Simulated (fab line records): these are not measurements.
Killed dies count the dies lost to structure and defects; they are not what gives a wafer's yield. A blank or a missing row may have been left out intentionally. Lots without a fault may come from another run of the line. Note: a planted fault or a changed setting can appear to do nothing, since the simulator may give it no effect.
Chamber matching ; flow n5Finfet ; N5_BEOL_M3_CO_CAP_55 on cvdCo-01 has 3 sister chambers
The step material Co, precursor CCTBA/H2, target thk 2 nm, time 102.1 s. 24 wafers are shown with their chamber, then 12 later ones without.

## EACH WAFER AND ITS CHAMBER
wafer;chamber;heaterPowerW (W)
L074.3;2;244
L074.4;2;247
L074.5;0;252
L075.2;2;249
L075.5;1;215
L075.6;2;250
L076.4;2;249
L076.5;0;256
L076.6;1;211
L077.2;2;252
L077.3;1;213
L077.4;1;210
L078.2;2;248
L078.4;0;255
L078.6;1;204
L080.2;2;246
L080.5;1;209
L080.6;0;258
L081.2;1;208
L081.3;0;262
L081.5;1;210
L085.3;1;208
L085.4;2;248
L085.5;1;210

SIGNATURES (averages over the wafers above)
reading;chamber 0;chamber 1;chamber 2;scatter within a chamber
heaterPowerW;256.60;209.80;248.11;2.91
Rule: a wafer lies at a distance from a chamber equal to the root of the sum of squares, over the readings, of (its reading less the chamber's mean, divided by the reading's scatter). The wafer belongs to the nearest chamber; if the next one is less than 2 further off, it can't be placed. The scatter: take each reading less its chamber's mean, square it, sum over the shown wafers, divide by the number of wafers less the number of chambers, and take the root.

## WAFERS WITHOUT THEIR CHAMBER
wafer;heaterPowerW (W)
L091.1;255
L091.3;205
L091.4;213
L093.1;261
L093.3;208
L093.6;211
L094.2;254
L094.3;257
L094.6;248
L096.1;259
L096.3;215
L096.4;262

## WHICH CHAMBER EACH ONE RAN IN
wafer;from the rows above;in truth
L091.1;can't be placed: 0 or 2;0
L091.3;1;1
L091.4;1;1
L093.1;0;0
L093.3;1;1
L093.6;1;1
L094.2;can't be placed: 0 or 2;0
L094.3;0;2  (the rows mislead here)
L094.6;2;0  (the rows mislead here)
L096.1;0;0
L096.3;1;1
L096.4;0;0
Correct placement for 8 of the 12. Cannot be placed on the basis of these rows: 2; the candidates contain the true chamber in 2. 2 placed wrongly.
